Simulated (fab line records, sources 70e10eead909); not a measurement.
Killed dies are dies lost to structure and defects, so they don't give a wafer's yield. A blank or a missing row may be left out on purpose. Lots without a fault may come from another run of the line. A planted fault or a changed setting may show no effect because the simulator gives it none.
Chamber matching | flow nand_harc | NHARC_A_CONTACT_DESCUM_47 on rie_diel-01: 4 sister chambers
The step chemistry O2, time 3 s. 4 wafers are shown with their chamber, then 8 later ones without.

WAFERS WITH THEIR CHAMBER
wafer  | chamber | drypump_motor_current_A (A)
L080.3 | 1       | 5.6
L085.3 | 2       | 5.6
L085.4 | 3       | 5.0
L088.2 | 0       | 6.0

WAFERS WITHOUT THEIR CHAMBER
wafer  | drypump_motor_current_A (A)
L088.3 | 5.0
L088.6 | 5.5
L093.2 | 5.6
L093.3 | 6.0
L093.5 | 5.0
L093.1 | 5.0
L093.4 | 5.6
L093.6 | 5.5

WHICH CHAMBER EACH WENT THROUGH
wafer  | from the rows above     | in truth
L088.3 | 3                       | 3
L088.6 | can't be placed: 1 or 2 | 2
L093.2 | can't be placed: 1 or 2 | 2
L093.3 | 0                       | 0
L093.5 | 3                       | 3
L093.1 | 3                       | 3
L093.4 | can't be placed: 1 or 2 | 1
L093.6 | can't be placed: 1 or 2 | 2
Placed correctly: 4 of 8. Can't be placed from these rows: 4 (the true chamber is among the candidates in 4). Placed wrongly: 0.
How it was worked out, from the rows above alone: a wafer's distance from a chamber is the root of the sum, over the readings, of the square of ((its reading less the chamber's mean) divided by the reading's scatter). The wafer belongs to the nearest chamber; if the next one is less than 2 further off, it can't be placed. A chamber's mean is the mean of its shown wafers. The scatter: with one shown wafer a chamber, the root of the mean of the squares of how far each hidden wafer lies from its nearest shown one.
